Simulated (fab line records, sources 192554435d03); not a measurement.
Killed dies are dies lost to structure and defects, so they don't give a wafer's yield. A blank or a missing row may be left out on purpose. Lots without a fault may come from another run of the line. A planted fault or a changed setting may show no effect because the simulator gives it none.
Which tool did it? | flow n5_finfet | 24 lots, 72 wafers sampled, at 4 steps of a route of 1938

WHAT THE GAUGES READ, wafer by wafer
N5_BEOL_M5_OVL_MEAS_12.
lot  | measured     | on         | M5_OVL (nm)
L074 | day 8 14:47  | overlay-02 | 1.2 0.8 -0.2
L075 | day 8 21:33  | overlay-02 | -0.2 -1.2 -0.8
L076 | day 9 06:07  | overlay-02 | 0.5 0.6 0.0
L077 | day 9 09:08  | overlay-02 | -0.2 1.1 -0.6
L079 | day 9 09:34  | overlay-02 | 0.8 0.4 1.3
L078 | day 9 13:59  | overlay-02 | 0.9 1.4 0.5
L080 | day 10 05:44 | overlay-01 | 0.2 -0.3 0.3
L081 | day 10 05:56 | overlay-02 | -0.5 0.0 -0.6
L082 | day 10 10:34 | overlay-01 | -0.8 0.1 0.2
L083 | day 11 01:23 | overlay-02 | -0.9 0.3 -0.3
L085 | day 11 01:39 | overlay-01 | 1.4 0.6 1.4
L084 | day 11 04:40 | overlay-02 | -0.5 0.5 -0.3
L088 | day 11 09:37 | overlay-01 | 0.0 -0.4 -0.7
L086 | day 11 09:52 | overlay-01 | -0.4 0.0 -0.4
L087 | day 12 05:58 | overlay-01 | 0.6 -0.2 0.7
L089 | day 12 06:30 | overlay-01 | -1.2 0.3 0.4
L090 | day 12 13:04 | overlay-01 | -1.3 -0.3 -1.7
L091 | day 13 04:17 | overlay-02 | 0.0 -0.9 -0.1
L094 | day 13 08:30 | overlay-02 | 0.2 0.7 0.9
L092 | day 13 08:36 | overlay-01 | -0.8 0.4 -0.4
L093 | day 13 12:09 | overlay-01 | 0.0 -0.3 -0.2
L096 | day 13 11:58 | overlay-01 | 1.3 0.8 1.0
L095 | day 14 03:01 | overlay-02 | 1.2 0.8 0.9
L097 | day 14 08:50 | overlay-02 | -0.1 0.6 0.7

N5_BEOL_M5_CD_MEAS_18: pitch 56 nm, target cd 28 nm.
lot  | measured     | on        | cd_nm (nm)
L074 | day 8 15:18  | cd_sem-02 | 28.2 28.3 28.0
L075 | day 8 22:12  | cd_sem-02 | 28.9 27.9 28.1
L076 | day 9 06:55  | cd_sem-01 | 28.2 28.1 28.4
L077 | day 9 09:39  | cd_sem-02 | 28.4 28.7 29.0
L079 | day 9 10:05  | cd_sem-02 | 28.3 28.0 27.7
L078 | day 9 14:37  | cd_sem-03 | 27.8 28.4 29.0
L080 | day 10 06:20 | cd_sem-03 | 27.6 28.1 28.3
L081 | day 10 06:32 | cd_sem-02 | 28.0 28.2 28.4
L082 | day 10 11:52 | cd_sem-01 | 27.7 27.4 27.9
L083 | day 11 01:54 | cd_sem-03 | 27.7 28.0 28.3
L085 | day 11 02:16 | cd_sem-03 | 28.4 27.6 28.4
L084 | day 11 05:29 | cd_sem-01 | 27.9 27.9 27.7
L088 | day 11 10:26 | cd_sem-03 | 27.6 27.6 27.2
L086 | day 11 10:34 | cd_sem-02 | 27.9 28.2 27.6
L087 | day 12 06:53 | cd_sem-02 | 28.0 27.0 28.4
L089 | day 12 07:02 | cd_sem-03 | 27.9 27.3 27.6
L090 | day 12 13:45 | cd_sem-03 | 27.9 28.3 28.1
L091 | day 13 05:00 | cd_sem-03 | 28.2 28.7 28.0
L094 | day 13 09:02 | cd_sem-01 | 28.3 27.7 28.0
L092 | day 13 09:13 | cd_sem-03 | 26.9 27.2 27.8
L093 | day 13 12:40 | cd_sem-02 | 27.8 27.7 28.2
L096 | day 13 12:29 | cd_sem-01 | 28.8 28.6 28.1
L095 | day 14 03:32 | cd_sem-03 | 28.1 27.4 27.6
L097 | day 14 09:21 | cd_sem-02 | 28.7 28.1 29.0

WHICH TOOL RAN EACH LOT (tool, then ch and the chambers of the sampled wafers, then the start)
lot  | N5_BEOL_M4_SPUTTER_94        | N5_BEOL_M5_ETCH_72
L074 | pvd_sputter-01, day 8 11:10  | rie_diel-02 ch 0,1,2, day 8 14:54
L075 | pvd_sputter-02, day 8 16:44  | rie_diel-01 ch 0,2,3, day 8 21:48
L076 | pvd_sputter-03, day 9 01:41  | rie_diel-03 ch 1,2, day 9 06:31
L077 | pvd_sputter-03, day 9 04:36  | rie_diel-01 ch 0,3, day 9 09:16
L079 | pvd_sputter-02, day 9 05:28  | rie_diel-01 ch 0,2,3, day 9 09:42
L078 | pvd_sputter-02, day 9 08:07  | rie_diel-03 ch 0,2,3, day 9 14:07
L080 | pvd_sputter-02, day 10 01:52 | rie_diel-03 ch 0,2,3, day 10 05:51
L081 | pvd_sputter-01, day 10 02:25 | rie_diel-01 ch 0,3, day 10 06:09
L082 | pvd_sputter-01, day 10 06:53 | rie_diel-01 ch 0,1,3, day 10 11:20
L083 | pvd_sputter-03, day 10 19:46 | rie_diel-03 ch 0,2,3, day 11 01:31
L085 | pvd_sputter-01, day 10 20:14 | rie_diel-01 ch 0,2,3, day 11 01:46
L084 | pvd_sputter-01, day 11 00:43 | rie_diel-01 ch 0,1,3, day 11 05:01
L088 | pvd_sputter-03, day 11 03:38 | rie_diel-01 ch 1,2, day 11 09:56
L086 | pvd_sputter-02, day 11 03:52 | rie_diel-03 ch 0,3, day 11 10:10
L087 | pvd_sputter-01, day 12 01:29 | rie_diel-02 ch 1,2,3, day 12 06:27
L089 | pvd_sputter-03, day 12 02:35 | rie_diel-03 ch 1,2,3, day 12 06:38
L090 | pvd_sputter-01, day 12 08:05 | rie_diel-01 ch 0,1,3, day 12 13:21
L091 | pvd_sputter-02, day 12 21:57 | rie_diel-01 ch 0,1,3, day 13 04:35
L094 | pvd_sputter-02, day 13 02:52 | rie_diel-01 ch 1,2,3, day 13 08:38
L092 | pvd_sputter-03, day 13 02:53 | rie_diel-02 ch 1,2, day 13 08:44
L093 | pvd_sputter-02, day 13 07:37 | rie_diel-02 ch 0,1,3, day 13 12:16
L096 | pvd_sputter-01, day 13 07:43 | rie_diel-03 ch 0,2,3, day 13 12:06
L095 | pvd_sputter-03, day 13 23:03 | rie_diel-01 ch 0,1,2, day 14 03:08
L097 | pvd_sputter-03, day 14 05:08 | rie_diel-03 ch 0,1,3, day 14 08:58
- N5_BEOL_M4_SPUTTER_94: material Cu, target thk 4.5 nm, time 8.29 s.
- N5_BEOL_M5_ETCH_72: etches underlayer in N2/H2, target depth 6.5 nm, time 5.2 s.

WHAT THE TOOLS THEMSELVES READ (means of the sampled wafers that have a number; where no wafer has one, the mark that the record gives instead)
N5_BEOL_M4_SPUTTER_94.
lot  | tool           | chuck_sensor_temp_C (C) | throttle_valve_pct (%)
L074 | pvd_sputter-01 | -15.4                   | 28.6
L075 | pvd_sputter-02 | -16.4                   | 29.1
L076 | pvd_sputter-03 | -16.3                   | 28.7
L077 | pvd_sputter-03 | -16.2                   | 29.7
L079 | pvd_sputter-02 | -16.1                   | 29.7
L078 | pvd_sputter-02 | -16.3                   | 29.7
L080 | pvd_sputter-02 | -16.2                   | 29.5
L081 | pvd_sputter-01 | -15.6                   | 29.2
L082 | pvd_sputter-01 | -15.9                   | 29.9
L083 | pvd_sputter-03 | -16.0                   | 29.8
L085 | pvd_sputter-01 | -16.0                   | 29.9
L084 | pvd_sputter-01 | -15.8                   | 30.6
L088 | pvd_sputter-03 | -16.0                   | 29.9
L086 | pvd_sputter-02 | -16.3                   | 29.6
L087 | pvd_sputter-01 | -16.0                   | 31.1
L089 | pvd_sputter-03 | -16.3                   | 30.2
L090 | pvd_sputter-01 | -15.7                   | 29.3
L091 | pvd_sputter-02 | -16.3                   | 29.3
L094 | pvd_sputter-02 | -16.5                   | 29.2
L092 | pvd_sputter-03 | -16.2                   | 30.2
L093 | pvd_sputter-02 | -15.9                   | 30.0
L096 | pvd_sputter-01 | -15.7                   | 29.2
L095 | pvd_sputter-03 | -16.3                   | 29.9
L097 | pvd_sputter-03 | -16.4                   | 29.0

N5_BEOL_M5_ETCH_72.
lot  | tool        | drypump_motor_current_A (A) | etch_rf_on_time_s (s) | oes_product_au (a.u.) | rf_vpp_V (V) | showerhead_plenum_p_Torr (Torr) | throttle_valve_pct (%)
L074 | rie_diel-02 | 5.7                         | 5.34                  | 0.69                  | 524.4        | 2.53                            | 17.8
L075 | rie_diel-01 | 6.2                         | 5.08                  | 0.63                  | 525.2        | 2.53                            | 17.9
L076 | rie_diel-03 | 5.6                         | 5.09                  | 0.77                  | 523.4        | 2.49                            | 18.1
L077 | rie_diel-01 | 6.3                         | 5.04                  | 0.63                  | 521.6        | 2.48                            | 17.9
L079 | rie_diel-01 | 6.2                         | 5.11                  | 0.62                  | 524.6        | 2.52                            | 17.9
L078 | rie_diel-03 | 5.5                         | 5.34                  | 0.70                  | 523.5        | 2.52                            | 18.1
L080 | rie_diel-03 | 5.5                         | 5.32                  | 0.70                  | 523.1        | 2.52                            | 18.1
L081 | rie_diel-01 | 6.2                         | 5.01                  | 0.62                  | 521.2        | 2.44                            | 18.1
L082 | rie_diel-01 | 5.9                         | 5.02                  | 0.63                  | 521.1        | 2.45                            | 18.0
L083 | rie_diel-03 | 5.5                         | 5.26                  | 0.68                  | 524.0        | 2.52                            | 18.1
L085 | rie_diel-01 | 6.2                         | 5.10                  | 0.62                  | 523.7        | 2.52                            | 17.9
L084 | rie_diel-01 | 5.9                         | 4.99                  | 0.63                  | 521.5        | 2.45                            | 18.0
L088 | rie_diel-01 | 5.6                         | 5.19                  | 0.63                  | 522.1        | 2.50                            | 18.0
L086 | rie_diel-03 | 5.3                         | 5.43                  | 0.62                  | 523.0        | 2.50                            | 18.1
L087 | rie_diel-02 | 5.6                         | 5.31                  | 0.65                  | 522.1        | 2.50                            | 17.9
L089 | rie_diel-03 | 5.4                         | 5.20                  | 0.74                  | 523.1        | 2.47                            | 18.0
L090 | rie_diel-01 | 5.9                         | 5.09                  | 0.62                  | 522.5        | 2.44                            | 18.1
L091 | rie_diel-01 | 5.9                         | 5.10                  | 0.62                  | 521.4        | 2.44                            | 18.1
L094 | rie_diel-01 | 5.8                         | 5.22                  | 0.61                  | 521.3        | 2.48                            | 18.1
L092 | rie_diel-02 | 5.7                         | 5.37                  | 0.62                  | 522.8        | 2.46                            | 18.0
L093 | rie_diel-02 | 5.5                         | 5.24                  | 0.68                  | 522.9        | 2.52                            | 17.8
L096 | rie_diel-03 | 5.5                         | 5.26                  | 0.66                  | 523.7        | 2.51                            | 18.1
L095 | rie_diel-01 | 6.0                         | 5.21                  | 0.62                  | 522.6        | 2.52                            | 17.9
L097 | rie_diel-03 | 5.2                         | 5.29                  | 0.66                  | 522.9        | 2.52                            | 18.1

THE ANSWER, worked out from the rows above alone
Rule: what is usual is taken from the lots themselves. Put in order of their means at a reading, lots are off if they are a third of the lots or fewer, leave a main group of 4 or more, and stand apart from it by a gap of 3 or more times the standard deviation of the main group's means; of several such gaps the widest counts. A main group whose means are all the same, to the digits that the tables above print for the reading, isn't used. A lot without any number at a reading at which 4 lots or more have one is off too. The other lots that the step has rows for count as sound. The gauges are gone through in route order, then the tools' own readings, and for those a lot's mean is taken as printed above. The first step at which some lot is off is used, and at that step the reading that is off furthest; a lot without a number counts as furthest.
No lot is off at any reading shown: from this, nothing can be told.

WHAT THE SIMULATOR HAD PUT IN
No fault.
